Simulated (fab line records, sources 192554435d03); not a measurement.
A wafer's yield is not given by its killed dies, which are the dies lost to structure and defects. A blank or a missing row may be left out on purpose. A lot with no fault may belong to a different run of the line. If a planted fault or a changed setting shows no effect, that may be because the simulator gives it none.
A struck lot beside a sound one    flow n5-finfet    38 out of 1938 route steps
Sound: these wafers, L665.1, L665.4. Wafers L658.3, L658.5, L658.6 were the ones struck. At the end, the cause is stated.
Per side, at each step with rows, come the tool, then ch with its chambers, and then its first start. Under that, the readings that differ: sound wafers    struck wafers    difference of the means    sigmas: that difference in standard deviations of wafers without a fault.
alike: same words and numbers on both sides, and readings whose means sit less than 2 such deviations apart. not compared: any withheld reading, any reading some wafer has no value for, any bound like >300 that may hide the same value, and any number with overlapping values for which the record gives no deviation.
The two part at a step that has a row with sigmas, a row that says differs or no value, or rows on one side only. When numbers do not overlap yet have no deviation, they are printed without sigmas and do not part them. A reading that every wafer of one side lacks parts them only if that side has two wafers or more.

first, 9 steps without rows for these wafers: N5_FIN_SAQP_EXPOSE_13 (exposes mask FIN CORE, target cd 35.6 nm); N5_FIN_SAQP_PEB_14 (peb time 60 s); N5_FIN_SAQP_DEVELOP_15 (develop time 30 s); N5_FIN_SAQP_DESCUM_21 (chemistry O2, time 7.9 s); N5_FIN_SAQP_ETCH_51 (etches SiARC in CF4, target depth 45.5 nm, time 75.8 s); N5_FIN_SAQP_ETCH_52 (etches SOC in N2/H2, target depth 100 nm, overetch 20 nm, time 150 s); N5_FIN_SAQP_STRIP_53 (strips in N2/H2); N5_FIN_SAQP_HM_OPEN_73 (chemistry CHF3/O2, target SiO2, stops on a-Si, target depth 12 nm, time 16.8 s); N5_FIN_SAQP_STRIP_74 (strips in CHF3/O2).
N5_FIN_SAQP_MANDREL_ETCH_22: etches a-Si in HBr/Cl2, stops on SiNx, target depth 60 nm, bt time 10 s, time 30 s.
  sound on rie-si-03 ch 0,2, day 6 22:14; struck on rie-si-02 ch 1,2,3, day 5 03:52
reading                                    sound        struck             difference  sigmas
oes-product-au (a.u.)                      0.777 0.784  0.681 0.697 0.698  -0.089      -5
model.SOC_of_FIN_SAQP_COAT_49.thk-nm (nm)  77.75 76.11  86.42 85.98 86.47  +9.36       
model.etch.depth-nm (nm)                   59.45 60.78  51.56 51.64 51.02  -8.71       
  alike: drypump-motor-current-A, throttle-valve-pct
  not compared: rf-hours-counter-h
then, 5 steps without rows for these wafers: N5_FIN_SAQP_STRIP_55 (strips in N2/H2); N5_FIN_SAQP_STRIP_23 (strips in SPM, time 750 s); N5_FIN_SAQP_SRD_66 (time 30 s); N5_FIN_SAQP_RECESS_75 (chemistry HF/NH3, target SiO2, target depth 14.4 nm, afs cycles 3, sublimation time 60 s); N5_FIN_SAQP_SPACER1_ALD_24 (deposits SiO2, target thk 20.3 nm, pulse time 1 s, purge time 2 s).
N5_FIN_SAQP_SPACER1_ETCHBACK_25: etches SiO2 in CHF3/O2, target depth 24.4 nm, time 12.2 s.
  sound on rie-diel-06 ch 1, day 7 01:20; struck on rie-diel-05 ch 0,3, day 5 05:29
reading                sound      struck          difference  sigmas
oes-product-au (a.u.)  0.84 0.85  0.31 0.27 0.31  -0.55       -7
  alike: CHF3_flow_sccm, drypump-motor-current-A, oes_f_703_au, oes_o_777_au, rf-vpp-V, showerhead-plenum-p-Torr, throttle-valve-pct
  not compared: rf-hours-counter-h
then, 19 steps without rows for these wafers: N5_FIN_SAQP_MANDREL1_REMOVE_56 (chemistry HBr/Cl2/O2, target a-Si, stops on SiNx, bt time 10 s); N5_FIN_SAQP_ETCH_57 (etches SiNx in CH3F/O2, target depth 32.5 nm, time 46.4 s); N5_FIN_SAQP_ETCH_65 (etches SiO2 in CF4, target depth 4 nm, time 4.4 s); N5_FIN_SAQP_MANDREL_ETCH_58 (etches a-Si in HBr/Cl2, stops on SiNx, target depth 45 nm, bt time 10 s, time 27 s); N5_FIN_SAQP_RECESS_63 (chemistry HF/NH3, target SiO2, target depth 18 nm, afs cycles 3, sublimation time 60 s); N5_FIN_SAQP_COAT_68 (time 60 s, resist thk 100 nm); N5_FIN_SAQP_ETCH_69 (etches SOC in N2/H2, stops on SiNx, target depth 150 nm); N5_FIN_SAQP_ETCH_67 (etches SiNx in CH3F/O2, target depth 30 nm); N5_FIN_SAQP_STRIP_70 (strips in N2/H2); N5_FIN_SAQP_RECESS_71 (chemistry HF/NH3, target SiO2, target depth 3 nm, afs cycles 1, sublimation time 60 s); N5_FIN_SAQP_SPACER2_ALD_28 (deposits SiO2, target thk 8.1 nm, pulse time 1 s, purge time 2 s); N5_FIN_SAQP_SPACER2_ETCHBACK_29 (etches SiO2 in CHF3/O2, target depth 12.2 nm, time 6.1 s); N5_FIN_SAQP_MANDREL2_REMOVE_60 (chemistry HBr/Cl2/O2, target a-Si, stops on SiNx, bt time 10 s); N5_FIN_SAQP_HM_OPEN_33 (chemistry CH3F/O2, target SiNx, target depth 49.4 nm, time 70.6 s); N5_FIN_SAQP_ETCH_34 (etches SiO2 in C4F6/O2, target depth 45 nm, time 15 s); N5_FIN_SAQP_STRIP_77 (strips in N2/H2, time 90 s); N5_FIN_SAQP_ETCH_64 (etches SiO2 in CF4, target depth 1.5 nm); N5_FIN_SAQP_FIN_ETCH_36 (etches the open film in HBr/Cl2/O2, target depth 120 nm, time 50.4 s); N5_FIN_SAQP_PRECLEAN_38 (cleans in O3/DIW, time 45 s).
N5_FIN_SAQP_INSPECT_40: inspects for defects (brightfield).
  sound on defect-inspect-02 at day 7 03:46; struck on defect-inspect-01 at day 5 08:11
reading           sound    struck          difference  sigmas
raw-defect-count  194 140  1758 1728 1812  +1599       +20
N5_BEOL_M4_RC_MEAS_101:
  the record has rows for the sound wafers here (prober-02 ch 0, day 14 03:34) and none for the struck ones
-- record jumps: 12 days separate the struck wafers' starts on either side; left off in module BEOL_M4, taken up again in module PASSIVATION, whose first shown step is the route's number 1936 --
N5_PASSIVATION_PROBE_49:
  sound on prober-01 at day 18 21:55; struck on prober-01 at day 17 06:19
reading                   sound      struck          difference  sigmas
defect-limited-yield (%)  91.8 89.7  0 0 0           -91         -65
killed-at-front-end       34 46      1116 1111 1122  +1076       +99 or more
killed-dies               97 121     1180 1180 1180  +1071       +67
killed-on-rim             14 23      152 152 152     +134        +33
sort_bin_5_function (%)   4.6 6.4    96.9 96.6 96.7  +91.2       +99 or more
sort-n-pass               1083 1059  0 0 0           -1071       -63
sort-yield-pct (%)        91.8 89.7  0 0 0           -91         -65
  alike: killed_at_M0_to_M3, killed_at_M4_up, killed-at-contacts, killed-at-other, killed-open, killed-short, sort_bin_6_memory

== WHERE THEY PART ==
Earliest at N5_FIN_SAQP_MANDREL_ETCH_22; latest, in this record, at N5_PASSIVATION_PROBE_49.

WHY: the cause the simulator had injected
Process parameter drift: rie-si-02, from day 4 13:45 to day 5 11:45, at N5_FIN_SAQP_MANDREL_ETCH_22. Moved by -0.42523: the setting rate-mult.
